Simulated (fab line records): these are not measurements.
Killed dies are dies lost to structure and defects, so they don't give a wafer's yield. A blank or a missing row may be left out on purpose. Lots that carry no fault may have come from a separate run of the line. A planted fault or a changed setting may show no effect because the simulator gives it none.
Matching of chambers | flow n5-finfet | N5_FIN_SAQP_HM_DEP_03 on pecvd-03: 3 sister chambers
The step deposits SiNx from SiH4/NH3/N2, target thk 38 nm, time 33.6 s. 3 wafers are shown with their chamber, then 7 later ones without.

WAFERS PAIRED WITH THEIR CHAMBERS
wafer  | chamber | throttle-valve-pct (%)
L086.6 | 0       | 40.7
L092.1 | 2       | 37.8
L092.4 | 1       | 40.9

WAFERS MISSING THEIR CHAMBER
wafer  | throttle-valve-pct (%)
L092.5 | 37.6
L095.2 | 40.6
L095.4 | 40.8
L095.5 | 40.7
L096.3 | 37.6
L096.4 | 40.7
L096.6 | 37.9

EACH ONE'S CHAMBER
wafer  | from the rows above     | in truth
L092.5 | 2                       | 2
L095.2 | can't be placed: 0 or 1 | 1
L095.4 | can't be placed: 0 or 1 | 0
L095.5 | can't be placed: 0 or 1 | 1
L096.3 | 2                       | 2
L096.4 | can't be placed: 0 or 1 | 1
L096.6 | 2                       | 2
3 of 7 placed correctly. From these rows, 4 cannot be placed; in 4 the true chamber is one of the candidates. Wrongly placed: 0.
How it was worked out, from the rows above alone: a wafer's distance from a chamber is the root of the sum, over the readings, of the square of ((its reading less the chamber's mean) divided by the reading's scatter). If the next closest chamber is less than 2 further off than the closest, the wafer can't be placed; otherwise it belongs to the closest. A chamber's mean is the mean of its shown wafers. The scatter: with one shown wafer a chamber, the root of the mean of the squares of how far each hidden wafer lies from its nearest shown one.
